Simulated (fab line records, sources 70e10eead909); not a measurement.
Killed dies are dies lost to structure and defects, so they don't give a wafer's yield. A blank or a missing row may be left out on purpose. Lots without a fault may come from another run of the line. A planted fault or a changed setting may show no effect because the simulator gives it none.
Chamber matching | flow nand_harc | NHARC_A_STAIRCASE_TRIM_229 on rie_diel-04: 4 sister chambers
The step chemistry O2, time 211.2 s. 4 wafers are shown with their chamber, then 9 later ones without.

WAFERS WITH THEIR CHAMBER
wafer  | chamber | showerhead_plenum_p_Torr (Torr)
L084.4 | 2       | 3.47
L086.2 | 0       | 3.42
L090.2 | 3       | 3.78
L090.6 | 1       | 3.75

WAFERS WITHOUT THEIR CHAMBER
wafer  | showerhead_plenum_p_Torr (Torr)
L092.3 | 3.41
L092.4 | 3.74
L092.5 | 3.74
L094.2 | 3.46
L094.3 | 3.74
L094.4 | 3.78
L097.2 | 3.76
L097.4 | 3.73
L097.6 | 3.45

WHICH CHAMBER EACH WENT THROUGH
wafer  | from the rows above     | in truth
L092.3 | 0                       | 0
L092.4 | 1                       | 1
L092.5 | 1                       | 1
L094.2 | 2                       | 2
L094.3 | 1                       | 1
L094.4 | 3                       | 3
L097.2 | can't be placed: 1 or 3 | 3
L097.4 | 1                       | 1
L097.6 | can't be placed: 2 or 0 | 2
Placed correctly: 7 of 9. Can't be placed from these rows: 2 (the true chamber is among the candidates in 2). Placed wrongly: 0.
How it was worked out, from the rows above alone: a wafer's distance from a chamber is the root of the sum, over the readings, of the square of ((its reading less the chamber's mean) divided by the reading's scatter). The wafer belongs to the nearest chamber; if the next one is less than 2 further off, it can't be placed. A chamber's mean is the mean of its shown wafers. The scatter: with one shown wafer a chamber, the root of the mean of the squares of how far each hidden wafer lies from its nearest shown one.
